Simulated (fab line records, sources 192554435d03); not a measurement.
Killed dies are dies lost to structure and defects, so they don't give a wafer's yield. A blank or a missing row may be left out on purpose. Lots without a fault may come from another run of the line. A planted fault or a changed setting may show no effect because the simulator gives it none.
A struck lot beside a sound one | flow n5_finfet | 25 steps out of a route of 1938
Sound: wafers L745.2, L745.3, L745.4. Struck: wafer L760.4. (L760.6 of the same lot was not struck and is left out.) The cause comes at the end.
At each step with rows: each side's tool, then ch and its chambers, then its first start. Under that, the readings that differ: sound wafers | struck wafers | difference of the means | sigmas: that difference in standard deviations of wafers without a fault.
alike: readings whose means differ by less than 2 such deviations, and words and numbers that are the same on both sides. not compared: withheld readings, readings that some wafer has no value for, bounds like >300 that may hide the same value, and numbers for which the record gives no deviation and whose values overlap.
The two part at a step that has a row with sigmas, a row that says differs or no value, or rows on one side only. Numbers that don't overlap but have no deviation are shown without sigmas and don't part them. A reading that every wafer of one side lacks parts them only if that side has two wafers or more.

first, 1 step without rows for these wafers: N5_BEOL_M13_HARDBAKE_32 (time 120 s).
N5_BEOL_M13_CD_MEAS_28: target cd 209.5 nm.
  sound on cd_sem-03 ch 0, day 10 13:46; struck on cd_sem-02 ch 0, day 15 02:27
  reading    | sound             | struck | difference | sigmas
  cd_nm (nm) | 206.7 206.9 209.3 | 212.1  | +4.5       | +3
N5_BEOL_M13_OVL_MEAS_29:
  sound on overlay-02 ch 0, day 10 13:48; struck on overlay-02 ch 0, day 15 02:29
  alike: M13_OVL
N5_BEOL_M13_INSPECT_30: inspects for defects (macro).
  sound on defect_inspect-01, day 10 13:50; struck on defect_inspect-01, day 15 02:30
  reading          | sound | struck | difference | sigmas
  raw_defect_count | 2 1 3 | 7      | +5         | +3
then, 1 step without rows for these wafers: N5_BEOL_M13_DESCUM_33 (chemistry O2, time 7.9 s).
N5_BEOL_M13_ETCH_67: etches SiARC in CF4, target depth 143 nm, time 238.3 s.
  sound on rie_diel-05 ch 0,2,3, day 10 13:54; struck on rie_diel-04 ch 1, day 15 02:38
  reading               | sound             | struck | difference | sigmas
  oes_product_au (a.u.) | 0.65 0.74 0.61    | 0.85   | +0.18      | +3
  rf_vpp_V (V)          | 184.1 184.4 183.4 | 186.6  | +2.6       | +2
  alike: bias_w, cf4_flow_sccm, drypump_motor_current_A, etch_rf_on_time_s, showerhead_plenum_p_Torr, throttle_valve_pct
  not compared: rf_hours_counter_h
N5_BEOL_M13_ETCH_68: etches SOC in N2/H2, time 355 s.
  sound on rie_diel-05 ch 0,2,3, day 10 14:02; struck on rie_diel-04 ch 1, day 15 02:49
  reading               | sound          | struck | difference | sigmas
  oes_product_au (a.u.) | 0.76 0.89 0.70 | 0.99   | +0.21      | +3
  alike: bias_w, drypump_motor_current_A, rf_vpp_V, showerhead_plenum_p_Torr, throttle_valve_pct
  not compared: rf_hours_counter_h
then, 1 step without rows for these wafers: N5_BEOL_M13_STRIP_69 (strips in N2/H2).
N5_BEOL_M13_TRENCH_ETCH_34: etches SiOC in C4F8/O2/Ar, target depth 413.47 nm, time 162.6 s.
  sound on rie_diel-05 ch 0,2,3, day 10 14:16; struck on rie_diel-04 ch 1, day 15 03:00
  reading               | sound          | struck | difference | sigmas
  oes_product_au (a.u.) | 0.76 0.88 0.71 | 0.99   | +0.21      | +3
  alike: bias_w, drypump_motor_current_A, he_outer_torr, rf_vpp_V, showerhead_plenum_p_Torr, throttle_valve_pct
  not compared: rf_hours_counter_h
then, 1 step without rows for these wafers: N5_BEOL_M13_STRIP_70 (strips in C4F8/O2/Ar).
N5_BEOL_M13_OCD_MEAS_35:
  sound on ocd-02, day 10 14:26; struck on ocd-01, day 15 03:07
  alike: trench_depth_nm
then, 1 step without rows for these wafers: N5_BEOL_M13_STRIP_37 (strips in N2/H2).
N5_BEOL_M13_ETCH_38: etches SiCN in CF4/N2, target depth 67.5 nm, time 71.9 s.
  sound on rie_diel-06 ch 2,3, day 10 15:48; struck on rie_diel-06 ch 3, day 15 05:00
  reading                  | sound             | struck | difference | sigmas
  oes_product_au (a.u.)    | 0.82 0.88 0.87    | 0.59   | -0.27      | -3
  model.etch.depth_nm (nm) | 56.42 57.93 57.11 | 33.24  | -23.91     |
  alike: bias_w, cf4_flow_sccm, drypump_motor_current_A, rf_vpp_V, showerhead_plenum_p_Torr, throttle_valve_pct
  not compared: rf_hours_counter_h, model.SiOC_of_BEOL_M13_ILD_DEP_00.thk_nm
then, 2 steps without rows for these wafers: N5_BEOL_M13_PRECLEAN_39 (cleans in residue remover, time 60 s); N5_BEOL_M13_SRD_40 (time 30 s, dry time 30 s).
N5_BEOL_M13_DEGAS_41: time 60 s.
  sound on pvd_sputter-03, day 10 16:32; struck on pvd_sputter-03, day 15 06:18
  alike: heater_power_w
N5_BEOL_M13_PRE_CLEAN_42: time 30 s.
  sound on pvd_sputter-03, day 10 16:34; struck on pvd_sputter-03, day 15 06:20
  alike: heater_power_w
then, 5 steps without rows for these wafers: N5_BEOL_M13_SPUTTER_43 (material TaN, target thk 15 nm, time 24.19 s); N5_BEOL_M13_SPUTTER_44 (material Ta, target thk 10 nm, time 16.13 s); N5_BEOL_M13_SPUTTER_45 (material Cu, target thk 80 nm, time 13.33 s); N5_BEOL_M13_ECD_47 (material Cu, target thk 936 nm); N5_BEOL_M13_ANNEAL_48 (time 90 s).
N5_BEOL_M13_CMP_49: polishes, stops on SiOC, t overpolish 17.1 s, target thk 420 nm.
  sound on cmp-02 ch 0,1,2, day 10 17:20; struck on cmp-01 ch 2, day 15 07:11
  alike: barrier_field_endpoint_s, motor_current_A, overpolish_run_s
  not compared: model.SiOC_of_BEOL_M13_ILD_DEP_00.thk_nm
N5_BEOL_M13_THK_MEAS_50: measures by xrf.
  sound on film_metro-01, day 10 17:38; struck on film_metro-01, day 15 07:25
  alike: M13_THK
N5_PASSIVATION_PROBE_49:
  the record has rows for the sound wafers here (prober-01, day 11 18:22) and none for the struck ones

WHERE THEY PART
First at N5_BEOL_M13_CD_MEAS_28; last, within this record, at N5_PASSIVATION_PROBE_49.

WHY: what the simulator had put in
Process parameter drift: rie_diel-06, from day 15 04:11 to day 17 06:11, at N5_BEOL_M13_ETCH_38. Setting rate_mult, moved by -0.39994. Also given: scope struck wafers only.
